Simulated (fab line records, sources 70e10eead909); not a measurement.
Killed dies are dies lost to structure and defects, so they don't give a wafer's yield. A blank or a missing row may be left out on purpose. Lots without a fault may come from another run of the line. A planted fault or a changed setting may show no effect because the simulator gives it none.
Chamber matching | flow nand_harc | NHARC_A_WL_FILL_ETCHBACK_26 on rie_si-01: 4 sister chambers
The step etches the open film in HBr, target depth 52 nm, time 13.3 s. 8 wafers are shown with their chamber, then 6 later ones without.

WAFERS WITH THEIR CHAMBER
wafer  | chamber | oes_product_au (a.u.) | run_length_s (s)
L873.2 | 0       | 1.002                 | 34.7
L878.3 | 1       | 1.013                 | 34.7
L878.5 | 2       | 1.009                 | 34.5
L879.3 | 1       | 1.001                 | 34.8
L879.4 | 0       | 0.989                 | 34.2
L879.5 | 3       | 0.997                 | 34.8
L883.5 | 2       | 1.008                 | 34.7
L883.6 | 3       | 0.999                 | 34.3

WAFERS WITHOUT THEIR CHAMBER
wafer  | oes_product_au (a.u.) | run_length_s (s)
L893.2 | 1.003                 | 34.5
L893.4 | 1.007                 | 34.3
L893.6 | 1.007                 | 34.6
L896.1 | 1.008                 | 34.2
L896.2 | 1.016                 | 34.5
L896.3 | 0.996                 | 34.7

WHICH CHAMBER EACH WENT THROUGH
wafer  | from the rows above               | in truth
L893.2 | can't be placed: 3 or 2 or 1 or 0 | 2
L893.4 | can't be placed: 2 or 1 or 3 or 0 | 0
L893.6 | can't be placed: 2 or 1 or 3 or 0 | 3
L896.1 | can't be placed: 2 or 3 or 1 or 0 | 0
L896.2 | can't be placed: 2 or 1 or 3      | 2
L896.3 | can't be placed: 3 or 0 or 1 or 2 | 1
Placed correctly: 0 of 6. Can't be placed from these rows: 6 (the true chamber is among the candidates in 6). Placed wrongly: 0.
How it was worked out, from the rows above alone: a wafer's distance from a chamber is the root of the sum, over the readings, of the square of ((its reading less the chamber's mean) divided by the reading's scatter). The wafer belongs to the nearest chamber; if the next one is less than 2 further off, it can't be placed. A chamber's mean is the mean of its shown wafers. The scatter: the root of (the sum of the squares of (reading less its chamber's mean) over the shown wafers, divided by (wafers less chambers)).
